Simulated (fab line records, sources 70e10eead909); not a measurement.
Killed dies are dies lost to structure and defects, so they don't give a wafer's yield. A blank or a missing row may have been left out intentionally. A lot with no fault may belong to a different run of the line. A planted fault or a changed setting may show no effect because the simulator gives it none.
A struck lot beside a sound one / flow nand harc / 29 steps out of a route of 1159
Sound: the wafers L817.1, L817.3, L817.4. Wafers struck: L818.1, L818.2, L818.5. At the end, the cause is stated.
For every step that has rows: the tool of each side, followed by ch and its chambers, followed by its first start. Under that, the readings that differ: sound wafers / struck wafers / difference of the means / sigmas: that difference in standard deviations of wafers without a fault.
alike: readings with means less than 2 such deviations apart, plus words and numbers identical on both sides. not compared: withheld readings, readings lacking a value on some wafer, bounds such as >300 that could conceal the same value, and numbers that have no deviation in the record and whose values overlap.
The two part at a step that has a row with sigmas, a row that says differs or no value, or rows on one side only. Numbers that don't overlap but have no deviation are shown without sigmas and don't part them. Lack of a reading on every wafer of one side parts them only where that side has two or more wafers.

NHARC_A_CONTACT_ETCH_121: etches the open film in C4F8/O2/Ar, time 94 s, target depth 922 nm.
  sound on har cap etch-02 ch 0,1, day 16 14:27; struck on har cap etch-03 ch 0,1, day 17 13:10
  alike: chamber pressure mTorr, oes air line au
  not compared: rf hours counter h
NHARC_A_CONTACT_ETCH_122: etches the open film in C4F8/O2/Ar, time 95 s, target depth 930 nm.
  sound on har cap etch-02 ch 0,1, day 16 14:34; struck on har cap etch-03 ch 0,1, day 17 13:16
  alike: chamber pressure mTorr, oes air line au
  not compared: rf hours counter h
then, 1 step without rows for these wafers: NHARC_A_CONTACT_ETCH_123 (etches the open film in C4F8/O2/Ar, time 253 s, target depth 1090 nm).
NHARC_A_CONTACT_ETCH_90: etches the open film in CH3F/O2, target depth 40 nm, time 85.7 s.
  sound on rie diel-13 ch 0,1,3, day 16 15:23; struck on rie diel-05 ch 0,2,3, day 17 13:57
reading=showerhead plenum p Torr (Torr); sound=2.62 2.57 2.58; struck=2.50 2.33 2.44; difference=-0.17; sigmas=-2
  alike: chamber pressure mTorr, drypump motor current A, oes product au, rf vpp V, throttle valve pct
  not compared: rf hours counter h
then, 1 step without rows for these wafers: NHARC_A_CONTACT_ETCH_96 (etches the open film in C4F6/O2, target depth 20 nm, time 10 s).
NHARC_A_CONTACT_CD_MEAS_53:
  struck on cd sem-03, day 17 14:11; sound on cd sem-03, day 16 15:36
  alike: cd nm
then, 6 steps without rows for these wafers: NHARC_A_CONTACT_STRIP_99 (strips in N2/H2); NHARC_A_CONTACT_STRIP_100 (strips in CF4/CHF3); NHARC_A_CONTACT_STRIP_101 (strips in O2/COS); NHARC_A_CONTACT_ETCH_102 (etches the open film in CF4/O2, target depth 70 nm, overetch 7 nm, time 38.5 s); NHARC_A_CONTACT_STRIP_55 (strips in O2); NHARC_A_CONTACT_STRIP_56 (strips in post etch residue remover, time 600 s).
NHARC_A_CONTACT_DEP_57: deposits aC, target thk 2800 nm.
  sound on acl dep-03 ch 0, day 16 17:40; struck on acl dep-03 ch 0, day 17 18:25
  alike: susceptor temp C, throttle valve pct
NHARC_A_CONTACT_DEP_58: deposits SiON, target thk 60 nm.
  sound on pecvd-03 ch 0,1,2, day 16 19:26; struck on pecvd-03 ch 0,1, day 17 20:11
  alike: chamber pressure Torr, heater power w, susceptor temp C
then, 10 steps without rows for these wafers: NHARC_A_CONTACT_DEHYDRATE_59 (time 120 s); NHARC_A_CONTACT_HMDS_60 (time 30 s); NHARC_A_CONTACT_COAT_61 (time 75 s); NHARC_A_CONTACT_COAT_62 (time 65 s); NHARC_A_CONTACT_COAT_63 (resist thk 90 nm); NHARC_A_CONTACT_SOFTBAKE_64 (time 55 s); NHARC_A_CONTACT_EBR_65; NHARC_A_CONTACT_EXPOSE_66 (exposes mask A CC 2); NHARC_A_CONTACT_PEB_67 (peb time 65 s); NHARC_A_CONTACT_DEVELOP_68 (develop time 35 s).
NHARC_A_CONTACT_CD_MEAS_69: target cd 200 nm.
  sound on cd sem-01 ch 0, day 16 20:08; struck on cd sem-03 ch 0, day 17 20:47
  alike: cd nm
NHARC_A_CONTACT_OVL_MEAS_70:
  struck on overlay-01, day 17 20:53; sound on overlay-02, day 16 20:13
  alike: overlay x nm, overlay y nm
NHARC_A_CONTACT_INSPECT_71:
  struck on defect inspect-02, day 17 20:56; sound on defect inspect-01, day 16 20:15
reading=raw defect count; sound=12 9 10; struck=445 451 429; difference=+431; sigmas=+31
NHARC_A_CONTACT_DESCUM_74: chemistry O2, time 3 s.
  sound on rie diel-07 ch 0,2,3, day 16 20:25; struck on rie diel-05 ch 1,2,3, day 17 20:59
  alike: chamber pressure mTorr, drypump motor current A, oes product au, rf vpp V, showerhead plenum p Torr, throttle valve pct
  not compared: rf hours counter h
-- jump in the record: it breaks off in module A_CONTACT and resumes in module END (first step shown: number 1159 of the route), and 3 days separate the struck wafers' starts before and after --
NHARC_END_SORT_01:
  only the struck wafers appear in the record here, on prober-01 ch 0 at day 20 09:34; the sound ones have no rows

WHERE THEY PART
Last at NHARC_END_SORT_01 as far as this record goes, first at NHARC_A_CONTACT_ETCH_90.

WHY: what had been put in by the simulator
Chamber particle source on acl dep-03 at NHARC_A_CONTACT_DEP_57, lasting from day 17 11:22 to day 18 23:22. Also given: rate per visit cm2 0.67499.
